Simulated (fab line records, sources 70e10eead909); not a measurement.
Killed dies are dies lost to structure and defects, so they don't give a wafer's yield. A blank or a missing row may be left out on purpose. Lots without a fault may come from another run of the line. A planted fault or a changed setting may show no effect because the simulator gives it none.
Problem report in the 8D (eight disciplines) form, filled by code | flow nand_harc | the parts of the form that need people (team, actions taken, sign-off) are left out

1. THE PROBLEM
run_length_s at NHARC_THIN_TSV_ETCH_36 reads a mean of 35.4 s on 1 wafer of 1 lot; wafers without a fault read 39.8 s with a standard deviation of 0.37. That is -12 standard deviations from the usual mean.
The step: etches the open film in Cl2/BCl3, target depth 65 nm, time 18.571 s.
First seen on wafer L117.1, day 27 16:25, on rie_metal-02. The record holds 39 wafers of 13 lots with a number at this step. Rule for "out", or "out of limits": more than 4 standard deviations from the usual mean. The other wafers with a number count as sound.

2. WHAT IT IS AND WHAT IT IS NOT
question                    | is                | is not
which readings at this step | run_length_s      | drypump_motor_current_A, oes_product_au
which lots                  | L117              | L111, L112, L113, L123, L126, L127, L128, L129, L130, L131, L132, L133
which wafers of those lots  | L117.1            | L117.3, L117.6
read on which tools         | rie_metal-02      | rie_metal-01, rie_metal-03
when                        | from day 27 16:25 | up to then (11 sound wafers); but 27 sound wafers of L123, L126, L127, L128, L129, L130, L131, L132, L133 came after

3. SUSPECTS, AND WHAT RULES EACH OUT
Counting: a tool at a process step up to the reading stays a suspect if it ran every lot that is out. Sound lots after the first of them don't rule it out here, since some wafers of a struck lot are sound.
- pvd_sputter-03 at NHARC_THIN_TSV_PRE_CLEAN_54 (time 30 s): kept. It ran the lot that is out, L117 (day 27 14:56); its last sound lot up to then is L111 (day 25 23:17).
- rie_metal-02 at NHARC_THIN_TSV_ETCH_36 (etches the open film in Cl2/BCl3, target depth 65 nm, time 18.571 s): kept. It ran the lot that is out, L117 (day 27 16:25); its last sound lot up to then is L111 (day 26 00:47). Its own readings are out on those wafers: run_length_s.
Left after counting: pvd_sputter-03 at NHARC_THIN_TSV_PRE_CLEAN_54, rie_metal-02 at NHARC_THIN_TSV_ETCH_36.

4. THE CAUSE (what the simulator had put in)
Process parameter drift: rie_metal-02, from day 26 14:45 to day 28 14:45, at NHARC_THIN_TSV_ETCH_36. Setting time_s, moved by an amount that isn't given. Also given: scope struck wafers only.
Counting left 2 suspects, and this tool is among them.

5. THE CHAIN OF EFFECTS, in route order
Each row: a reading whose mean over the struck wafers that have a number lies more than 3 standard deviations from the usual. Only readings for which the record gives a usual standard deviation are gone through. hours: the time from each lot's start at the first step in this table that gives one to its start at this step, as a median over the lots. sigmas: the change in usual standard deviations.
hours | step                   | reading      | usual  | on struck wafers | change | sigmas
0     | NHARC_THIN_TSV_ETCH_36 | run_length_s | 39.8 s | 35.4             | -4.4   | -12
The process steps in it:
- NHARC_THIN_TSV_ETCH_36: etches the open film in Cl2/BCl3, target depth 65 nm, time 18.571 s.

6. WHAT WOULD HAVE CAUGHT IT SOONER
In this record the first reading out of limits was taken at day 27 16:25, 26 hours after the fault began at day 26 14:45.
